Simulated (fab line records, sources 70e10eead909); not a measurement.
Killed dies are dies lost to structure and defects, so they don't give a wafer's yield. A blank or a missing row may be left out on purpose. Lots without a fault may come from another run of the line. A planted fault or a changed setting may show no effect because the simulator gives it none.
fab line records | flow nand_harc
record lots=12 wafers=36 last_day=34
route steps=1302 shown A_SLIT@935 A_WL_FILL@957 END@1302
lots that met no fault: from a run of the same line without faults
start_h: hours from the record's first day to the start of the lot's first wafer shown | wait_h: hours since the lot's step before | " the same as in the row above | L1.1+2: a row that stands for several wafers | - no value, or no start given | * or withheld: withheld | < > ~ a bound
route shown NAME@n: a module of which the file shows steps, and the number in the route of the first | usual: mean/standard deviation of fault-free wafers | same: alike in all rows | chamber/n: place in a boat | sites: the reading at each site | _std_site: their standard deviation | _edge_site: outer sites' mean less inner sites' | radius_mm: how far each site lies from the wafer's centre | mask NAME#n: copy n | behind: the tool/chamber that last shaped the wafer | hold: why the lot was held/for how many hours/how that ended | device: the transistor (n, p or np) that didn't switch | end of line: the same wafers' tests at the end of the route | a step without rows: its recipe alone | killed: dies lost to structure and defects at the first sort, not the wafer's yield | map: a wafer's dies, x killed, . not, _ none there
set.NAME: the setting as run; set.NAME@STEP: as run at that earlier step | model.NAME: the simulator's own value behind a step, which no gauge read
steps of the route over a sample of lots; a table a step, a row a wafer
services: from which hour (start_h, from the record's first day; less than 0 if before it) a tool's chamber was out of use, for how many hours, and why
## steps
# step NHARC_A_SLIT_INSPECT_11
# usual raw_defect_count=59/28
# columns lot.wafer tool chamber start_h wait_h raw_defect_count
L770.1 defect_inspect-01 - 466.91 0.0 74
L770.3 " - " " 73
L770.5 " - " " 70
L772.2 defect_inspect-02 - 480.47 0.0 106
L772.3 " - " " 111
L772.5 " - " " 127
L771.2 defect_inspect-02 - 481.26 0.0 55
L771.3 " - " " 70
L771.5 " - " " 74
L775.1 defect_inspect-02 - 524.99 0.0 129
L775.2 " - " " 99
L775.5 " - " " 100
L774.1 defect_inspect-01 - 525.53 0.0 27
L774.4 " - " " 33
L774.6 " - " " 28
L781.1 defect_inspect-01 - 599.97 0.0 43
L781.3 " - " " 53
L781.6 " - " " 48
L782.4 defect_inspect-02 - 610.03 0.0 61
L782.5 " - " " 58
L782.6 " - " " 58
L786.1 defect_inspect-01 - 617.92 0.0 61
L786.3 " - " " 78
L786.4 " - " " 66
L788.2 defect_inspect-01 - 644.55 0.0 35
L788.3 " - " " 27
L788.4 " - " " 23
L789.1 defect_inspect-01 - 668.59 0.0 12
L789.2 " - " " 18
L789.5 " - " " 15
L790.1 defect_inspect-02 - 680.00 0.0 75
L790.4 " - " " 87
L790.6 " - " " 79
L791.1 defect_inspect-01 - 701.38 0.0 59
L791.3 " - " " 72
L791.5 " - " " 47
# step NHARC_A_SLIT_ETCH_15
# recipe target_depth_a=62000 over_etch_frac=0.3 time_s=1612 ion_energy_ev=150 o2_flow_sccm=400 cos_flow_sccm=20 ar_flow_sccm=0 rf_w=500 bias_w=300 chemistry=O2/COS
# usual drypump_motor_current_A=5.77/0.3 oes_product_au=1.001/0.011 rf_vpp_V=313.9/2.3 showerhead_plenum_p_Torr=3.10/0.15 throttle_valve_pct=28.330/0.0081
# columns lot.wafer tool chamber start_h wait_h drypump_motor_current_A oes_product_au rf_hours_counter_h rf_vpp_V showerhead_plenum_p_Torr throttle_valve_pct
L770.1 rie_diel-07 2 - - 5.67 0.991 12 311.3 2.91 28.337
L770.3 " 0 " " 5.92 1.002 12 316.4 3.29 28.330
L770.5 " 3 " " 5.32 0.986 - 313.9 3.00 28.310
L772.2 rie_diel-07 1 - - 5.50 0.997 0 314.0 3.10 28.324
L772.3 " 2 " " 5.64 0.999 0 310.5 2.91 28.323
L772.5 " 3 " " 5.31 0.990 - 310.7 3.00 28.336
L771.3 rie_diel-01 1 - - 5.41 1.017 7 312.3 2.98 28.333
L771.2 " 2 " " 5.78 0.992 5 317.1 3.33 28.314
L771.5 " 0 " " 6.03 0.985 - 311.9 2.95 28.320
L775.2 rie_diel-01 0 - - 6.02 0.993 10 312.3 2.94 28.331
L775.1 " 1 " " 5.42 1.011 10 310.2 2.98 28.328
L775.5 " 0 " " 6.00 0.999 - 310.2 2.94 28.338
L774.1 rie_diel-02 2 - - 5.83 1.008 5 313.3 3.03 28.341
L774.4 " 3 " " 6.27 1.024 5 315.7 3.18 28.317
L774.6 " 0 " " 6.33 0.994 - 311.5 2.93 28.318
L781.3 rie_diel-07 3 - - 5.30 0.995 5 312.1 3.00 28.325
L781.1 " 1 " " 5.45 1.003 4 314.6 3.10 28.336
L781.6 " 0 " " 5.90 1.006 - 316.0 3.29 28.320
L782.4 rie_diel-02 2 - - 5.87 1.033 1 313.6 3.03 28.328
L782.6 " 3 " " 6.25 1.001 - 315.6 3.18 28.331
L782.5 " 0 " " 6.34 1.003 - 312.5 2.93 28.331
L786.1 rie_diel-07 0 - - 5.91 1.009 7 318.0 3.29 28.318
L786.4 " 2 " " 5.64 1.005 7 311.9 2.90 28.328
L786.3 " 3 " " 5.29 0.998 8 311.3 3.00 28.328
L788.2 rie_diel-07 1 - - 5.52 1.022 9 313.3 3.10 28.319
L788.3 " 3 " " 5.29 1.006 11 310.9 2.99 28.320
L788.4 " 0 " " 5.91 1.006 10 316.1 3.29 28.330
L789.1 rie_diel-07 0 - - 5.91 0.996 0 316.3 3.29 28.340
L789.2 " 1 " " 5.51 1.015 0 313.2 3.10 28.336
L789.5 " 1 " " 5.54 1.019 - 313.4 3.10 28.321
L790.4 rie_diel-07 3 - - 5.29 0.986 1 312.2 2.99 28.331
L790.1 " 0 " " 5.92 1.002 2 316.4 3.29 28.330
L790.6 " 2 " " 5.65 0.991 - 311.6 2.90 28.313
L791.1 rie_diel-01 2 - - 5.74 0.985 8 316.1 3.32 28.333
L791.3 " 1 " " 5.40 0.982 6 313.5 2.97 28.323
L791.5 " 2 " " 5.75 0.979 - 316.5 3.32 28.325
# step NHARC_A_SLIT_STRIP_18
# recipe o2_flow_sccm=500 ar_flow_sccm=0 bias_w=0 chemistry=O2
# usual drypump_motor_current_A=5.83/0.29 oes_product_au=1.000/0.013 rf_vpp_V=57.6/0.93 showerhead_plenum_p_Torr=3.51/0.17 throttle_valve_pct=17.036/0.0095
# columns lot.wafer tool chamber start_h wait_h drypump_motor_current_A oes_product_au rf_hours_counter_h rf_vpp_V showerhead_plenum_p_Torr throttle_valve_pct
L770.3 rie_diel-02 1 - - 5.71 0.986 3.0 59.3 3.70 17.044
L770.1 " 2 " " 5.84 1.005 3.0 59.4 3.43 17.041
L770.5 " 0 " " 6.32 0.979 - 56.9 3.31 17.050
L772.2 rie_diel-02 3 - - 6.23 1.014 3.4 58.1 3.59 17.031
L772.3 " 0 " " 6.32 0.996 3.4 57.0 3.31 17.018
L772.5 " 0 " " 6.33 0.992 - 57.5 3.31 17.031
L771.2 rie_diel-01 2 - - 5.74 1.006 5.4 57.3 3.76 17.042
L771.3 " 1 " " 5.41 1.017 7.4 56.9 3.37 17.022
L771.5 " 3 " " 5.83 0.968 - 58.2 3.72 17.036
L775.2 rie_diel-01 1 - - 5.43 1.008 10.0 57.3 3.37 17.025
L775.1 " 0 " " 6.01 0.999 10.8 57.1 3.33 17.034
L775.5 " 1 " " 5.43 1.022 - 57.8 3.37 17.031
L774.4 rie_diel-07 3 - - 5.31 0.994 2.5 58.7 3.39 17.025
L774.1 " 0 " " 5.90 0.996 2.3 57.6 3.72 17.047
L774.6 " 3 " " 5.31 0.999 - 57.0 3.39 17.022
L781.3 rie_diel-07 1 - - 5.50 1.003 4.7 57.3 3.50 17.024
L781.1 " 2 " " 5.63 0.998 5.3 57.7 3.28 17.039
L781.6 " 0 " " 5.92 1.013 - 57.6 3.71 17.034
L782.6 rie_diel-02 3 - - 6.25 0.985 - 58.9 3.59 17.060
L782.4 " 1 " " 5.73 0.999 - 58.3 3.69 17.018
L782.5 " 2 " " 5.85 1.031 - 55.5 3.43 17.037
L786.1 rie_diel-02 1 - - 5.72 1.002 1.5 56.1 3.69 17.014
L786.3 " 3 " " 6.21 0.994 2.4 58.2 3.59 17.049
L786.4 " 3 " " 6.26 0.987 - 57.6 3.59 17.030
L788.2 rie_diel-02 2 - - 5.89 1.022 2.5 57.5 3.43 17.047
L788.3 " 0 " " 6.31 0.986 2.4 56.0 3.31 17.030
L788.4 " 0 " " 6.32 0.990 - 55.2 3.31 17.042
L789.2 rie_diel-01 1 - - 5.39 0.997 5.4 58.0 3.36 17.025
L789.1 " 2 " " 5.75 0.986 6.6 59.6 3.75 17.022
L789.5 " 2 " " 5.75 0.992 - 57.1 3.75 17.035
L790.1 rie_diel-02 1 - - 5.72 1.014 2.7 57.3 3.69 17.032
L790.4 " 3 " " 6.22 0.988 3.8 58.4 3.59 17.056
L790.6 " 2 " " 5.86 1.012 - 58.3 3.43 17.029
L791.1 rie_diel-07 2 - - 5.64 0.988 2.8 56.0 3.28 17.044
L791.3 " 3 " " 5.30 0.989 3.2 58.1 3.38 17.031
L791.5 " 2 " " 5.65 0.985 - 57.4 3.28 17.057
# step NHARC_A_WL_FILL_ETCHBACK_04
# recipe target_depth_a=600 time_s=120 chemistry=NF3
# usual drypump_motor_current_A=5.9/0.45 he_backside_leak_sccm=3.45/0.28 oes_product_au=1.005/0.014 run_length_s=141.3/0.4
# columns lot.wafer tool chamber start_h wait_h drypump_motor_current_A he_backside_leak_sccm oes_product_au rf_hours_counter_h run_length_s
L770.1 rie_metal-02 1 483.38 0.3 5.6 3.49 0.992 0.2 141.7
L770.3 " 1 " " 5.6 5.00 1.003 - 141.6
L770.5 " 1 " " 5.6 3.27 1.000 - 141.9
L772.2 rie_metal-01 1 495.47 0.4 6.3 3.54 1.016 1.6 141.8
L772.3 " 0 " " 5.1 3.31 1.002 - 141.4
L772.5 " 1 " " 6.3 3.39 1.027 - 141.3
L771.2 rie_metal-03 1 495.62 0.3 6.2 3.59 0.998 2.5 141.7
L771.3 " 1 " " 6.2 3.51 1.008 - 141.1
L771.5 " 0 " " 5.8 3.38 1.001 - 140.6
L775.2 rie_metal-02 0 539.42 0.3 6.3 3.26 1.011 1.0 141.1
L775.1 " 1 " " 5.6 3.53 1.012 1.5 141.5
L775.5 " 0 " " 6.3 3.32 1.003 - 141.7
L774.1 rie_metal-03 1 539.44 0.3 6.1 3.64 0.977 0.1 141.1
L774.4 " 1 " " 6.1 3.70 0.983 - 141.5
L774.6 " 1 " " 6.1 3.64 0.984 - 141.3
L781.1 rie_metal-02 1 614.26 0.3 5.6 3.52 0.999 2.6 106.4
L781.3 " 0 " " 6.3 3.22 1.011 - 141.4
L781.6 " 0 " " 6.2 3.26 1.015 - 141.3
L782.4 rie_metal-02 1 625.00 0.3 5.6 3.53 1.008 - 106.1
L782.5 " 0 " " 6.3 3.32 1.016 - 141.4
L782.6 " 1 " " 5.6 3.74 0.998 - 106.1
L786.1 rie_metal-03 0 632.82 0.3 5.8 3.27 1.009 2.0 141.0
L786.4 " 0 " " 5.8 3.49 1.013 - 140.7
L786.3 " 1 " " 6.1 3.49 0.992 - 141.1
L788.2 rie_metal-01 1 658.86 0.3 6.4 3.55 1.003 1.2 141.3
L788.4 " 0 " " 5.1 4.48 1.010 - 141.9
L788.3 " 1 " " 6.4 3.36 1.000 - 141.4
L789.2 rie_metal-01 0 683.18 0.3 5.1 3.36 1.003 1.5 141.2
L789.1 " 1 " " 6.3 3.51 1.009 1.5 141.6
L789.5 " 0 " " 5.1 3.23 1.004 - 141.5
L790.1 rie_metal-03 0 694.40 0.4 5.8 3.53 1.013 3.1 140.7
L790.4 " 1 " " 6.1 3.47 0.974 - 141.1
L790.6 " 0 " " 5.8 3.45 1.011 - 140.7
L791.1 rie_metal-03 1 719.24 0.4 6.2 3.29 0.991 0.1 141.0
L791.3 " 1 " " 6.1 3.31 0.999 - 141.4
L791.5 " 1 " " 6.1 3.33 0.994 - 141.1
# step NHARC_END_SORT_01
# recipe temp_c=25
# usual killed_at_array=56/17 killed_at_other=0.9/1.2 killed_at_periphery=3.9/2.5 killed_dies=61/17 killed_open=3.2/1.8 killed_short=2.7/1.7
# same gross_dies=677
# columns lot.wafer tool chamber start_h wait_h killed_at_array killed_at_other killed_at_periphery killed_dies killed_open killed_short
L781.1 prober-02 0 710.60 2.5 66 1 8 75 4 5
L782.4 prober-01 0 741.60 3.4 80 1 1 82 1 3
L782.5 prober-01 0 742.41 3.7 57 1 2 60 4 1
L782.6 prober-01 0 743.21 4.0 86 0 5 91 7 3
# killed by level:class
L781.1 A_SLIT:chamber_film_flake=27 A_CHANNEL_HOLE_D2:chamber_film_flake=15 A_CONTACT:chamber_film_flake=8 P_GATE:chamber_film_flake=5 A_CHANNEL_HOLE_D1:chamber_film_flake=3 P_M0:geometric_particle:short=2 A_M1:chamber_film_flake=2 A_DECK1_JOINT:geometric_particle:short=1
L782.4 A_SLIT:chamber_film_flake=34 A_CHANNEL_HOLE_D1:chamber_film_flake=30 A_STAIRCASE:chamber_film_flake=3 A_WL_FILL:chamber_film_flake=3 A_CONTACT:chamber_film_flake=3 A_M0:chamber_film_flake=3 A_M0:geometric_particle:short=2 P_CONTACT:geometric_particle:short=1
L782.5 A_CHANNEL_HOLE_D1:chamber_film_flake=28 A_SLIT:chamber_film_flake=17 A_WL_FILL:chamber_film_flake=4 A_CHANNEL_FILL_D2:geometric_particle:open=2 A_M0:geometric_particle:open=2 P_GATE:chamber_film_flake=2 A_CONTACT:chamber_film_flake=2 A_M0:geometric_particle:short=1
L782.6 A_SLIT:chamber_film_flake=39 A_CHANNEL_HOLE_D1:chamber_film_flake=35 A_CONTACT:chamber_film_flake=3 A_DECK1_JOINT:geometric_particle:short=2 A_DECK1_JOINT:geometric_particle:open=2 P_GATE:geometric_particle:open=1 P_M0:geometric_particle:open=1 P_M0:geometric_particle:short=1
## services
# columns tool chamber start_h hours kind
rie_diel-07 0 450.70 - clean
rie_diel-07 1 450.70 - clean
rie_diel-07 2 450.70 - clean
rie_diel-07 3 450.70 - clean
rie_metal-02 - 454.00 9.0 pm
rie_diel-07 - 471.26 9.0 pm
rie_diel-07 0 471.26 9.0 vent_cycle
rie_metal-02 0 479.37 5.5 repair
rie_diel-01 1 488.87 2.8 repair
rie_diel-02 2 506.94 11.9 repair
rie_metal-03 - 519.00 9.0 pm
rie_diel-01 - 558.31 9.0 pm
rie_diel-02 - 562.29 1.1 repair
rie_diel-02 - 570.70 9.0 pm
rie_metal-01 - 575.00 9.0 pm
rie_diel-02 0 613.02 13.6 repair
rie_metal-02 - 631.00 9.0 pm
rie_diel-07 - 648.26 9.0 pm
rie_diel-02 1 650.13 5.1 repair
rie_diel-01 1 657.18 6.9 repair
rie_diel-01 - 659.24 0.2 repair
rie_diel-07 2 666.98 6.3 repair
rie_diel-01 3 677.42 9.3 repair
rie_metal-03 - 696.00 9.0 pm
## key
first_sign step=NHARC_A_WL_FILL_ETCHBACK_04 reading=run_length_s direction=down sigmas=88 usual=* struck=*
effect none on later readings
met_at NHARC_A_WL_FILL_ETCHBACK_04
struck_lots L781,L782
struck_wafers L781.1,L782.4,L782.6
tester_left_out L781,L782
not_acting_at NHARC_A_SLIT_INSPECT_11,NHARC_A_SLIT_ETCH_15,NHARC_A_SLIT_STRIP_18
onset_between 539.42 614.26
fault kind=process_parameter_drift tool=rie_metal-02 chamber=1 onset_h=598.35 steps=NHARC_A_WL_FILL_ETCHBACK_04 channel=time_s offset=* shape=step end_h=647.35 acts_in=* stated=*
# tester_left_out: of these lots the tester's yield and bins aren't shown, on N5 and GAA mostly nor the transistor test; their killed dies are dies lost to structure and defects alone, not to doping, threshold or leakage, so they don't give the yield
